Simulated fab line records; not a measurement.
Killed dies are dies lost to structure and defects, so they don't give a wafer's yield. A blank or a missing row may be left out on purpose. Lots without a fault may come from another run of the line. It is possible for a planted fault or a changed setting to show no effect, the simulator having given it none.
A struck lot beside a sound one	flow nandHarc	40 steps out of a route of 1159
Sound: wafers L568.2, L568.3, L568.5. The struck wafers were L584.3, L584.5, L584.6. The cause is named last.
For every step that has rows: the tool of each side, followed by ch and its chambers, followed by its first start. Under that, the readings that differ: sound wafers	struck wafers	difference of the means	sigmas: that difference in standard deviations of wafers without a fault.
alike: same words and numbers on both sides, and readings whose means sit less than 2 such deviations apart. not compared: any withheld reading, any reading some wafer has no value for, any bound like >300 that may hide the same value, and any number with overlapping values for which the record gives no deviation.
Wherever a step has rows on one side only, a row that says differs or no value, or a row with sigmas, the two part there. When numbers do not overlap yet have no deviation, they are printed without sigmas and do not part them. A reading missing from all wafers of one side parts the sides only when that side holds two or more wafers.

first, 2 steps without rows for these wafers: NHARC_A_STAIRCASE_TRIM_222 (chemistry O2, time 211.2 s); NHARC_A_STAIRCASE_ETCH_223 (etches the open film in C4F8/O2, target depth 100 nm, time 40.5 s).
NHARC_A_STAIRCASE_TRIM_224: chemistry O2, time 211.2 s.
  sound on rieDiel-04 ch 0,1,2; struck on rieDiel-08 ch 0,1
  alike: drypumpMotorCurrentA, oesProductAu, rfVppV, showerheadPlenumPTorr, throttleValvePct
  not compared: rfHoursCounterH
then, 8 steps without rows for these wafers: NHARC_A_STAIRCASE_ETCH_225 (etches the open film in C4F8/O2, target depth 100 nm, time 40.5 s); NHARC_A_STAIRCASE_TRIM_226 (chemistry O2, time 211.2 s); NHARC_A_STAIRCASE_ETCH_227 (etches the open film in C4F8/O2, target depth 100 nm, time 40.5 s); NHARC_A_STAIRCASE_TRIM_229 (chemistry O2, time 211.2 s); NHARC_A_STAIRCASE_ETCH_230 (etches the open film in C4F8/O2, target depth 100 nm, time 40.5 s); NHARC_A_STAIRCASE_TRIM_231 (chemistry O2, time 211.2 s); NHARC_A_STAIRCASE_ETCH_232 (etches the open film in C4F8/O2, target depth 100 nm, time 40.5 s); NHARC_A_STAIRCASE_TRIM_233 (chemistry O2, time 211.2 s).
NHARC_A_STAIRCASE_ETCH_234: etches the open film in C4F8/O2, target depth 100 nm, time 40.5 s.
  sound on rieDiel-04 ch 1,3, day 12 05:07; struck on rieDiel-12 ch 1,2, day 16 09:40
  alike: oesProductAu, rfVppV
  not compared: rfHoursCounterH
then, 15 steps without rows for these wafers: NHARC_A_STAIRCASE_TRIM_235 (chemistry O2, time 211.2 s); NHARC_A_STAIRCASE_ETCH_236 (etches the open film in C4F8/O2, target depth 100 nm, time 40.5 s); NHARC_A_STAIRCASE_STRIP_238 (strips in O2); NHARC_A_STAIRCASE_STRIP_239 (strips in SPM, time 900 s); NHARC_A_STAIRCASE_PRECLEAN_240 (cleans in SC1); NHARC_A_STAIRCASE_SRD_241; NHARC_A_STAIRCASE_DEHYDRATE_242 (time 120 s); NHARC_A_STAIRCASE_HMDS_243 (time 30 s); NHARC_A_STAIRCASE_COAT_244; NHARC_A_STAIRCASE_SOFTBAKE_245 (time 170 s); NHARC_A_STAIRCASE_EBR_246; NHARC_A_STAIRCASE_EXPOSE_247 (exposes mask SDS 1); NHARC_A_STAIRCASE_PEB_248 (peb time 130 s); NHARC_A_STAIRCASE_DEVELOP_249 (time 140 s); NHARC_A_STAIRCASE_HARDBAKE_251 (time 140 s).
NHARC_A_STAIRCASE_DESCUM_252: chemistry O2, time 3 s.
  sound on rieDiel-04 ch 0,2, day 12 07:04; struck on rieDiel-12 ch 0,1,3, day 16 11:36
  alike: drypumpMotorCurrentA, oesProductAu, rfVppV, showerheadPlenumPTorr, throttleValvePct
  not compared: rfHoursCounterH
NHARC_A_STAIRCASE_ETCH_253: etches the open film in C4F8/O2, target depth 50 nm, time 20.2 s.
  sound on rieDiel-04 ch 0,2, day 12 07:10; struck on rieDiel-12 ch 1,2,3, day 16 11:41
  alike: oesProductAu, rfVppV
  not compared: rfHoursCounterH
NHARC_A_STAIRCASE_STRIP_254: strips in O2.
  sound on plasmaAsher-01 ch 1, day 12 07:16; struck on plasmaAsher-02 ch 0,1, day 16 11:54
reading	sound	struck	difference	sigmas
drypumpMotorCurrentA (A)	5.38 5.36 5.35	5.87 5.94 5.88	+0.53	+3
  alike: heaterPowerW
  not compared: rfHoursCounterH
then, 4 steps without rows for these wafers: NHARC_A_STAIRCASE_STRIP_255 (strips in SPM, time 900 s); NHARC_A_STAIRCASE_PRECLEAN_256 (cleans in SC1); NHARC_A_STAIRCASE_SRD_257; NHARC_A_STAIRCASE_HM_DEP_456 (deposits aC, target thk 1500 nm).
NHARC_A_STAIRCASE_DEP_259: deposits SiON, target thk 30 nm.
  sound on pecvd-04 ch 0,1, day 12 09:57; struck on pecvd-04 ch 0,2, day 16 15:02
  alike: heaterPowerW
then, 4 steps without rows for these wafers: NHARC_A_STAIRCASE_DEHYDRATE_281 (time 120 s); NHARC_A_STAIRCASE_HMDS_282 (time 30 s); NHARC_A_STAIRCASE_COAT_283; NHARC_A_STAIRCASE_SOFTBAKE_284 (time 170 s).
-- jump in the record: it breaks off in module A_STAIRCASE and resumes in module END (first step shown: number 1159 of the route), and 9 days separate the struck wafers' starts before and after --
NHARC_END_SORT_01:
  at this point the record logs the struck wafers (prober-01 ch 0, day 25 08:01) and has no rows for the sound ones

== WHERE THEY PART ==
Last at NHARC_END_SORT_01 as far as this record goes, first at NHARC_A_STAIRCASE_STRIP_254.

WHY: what the simulator had put in
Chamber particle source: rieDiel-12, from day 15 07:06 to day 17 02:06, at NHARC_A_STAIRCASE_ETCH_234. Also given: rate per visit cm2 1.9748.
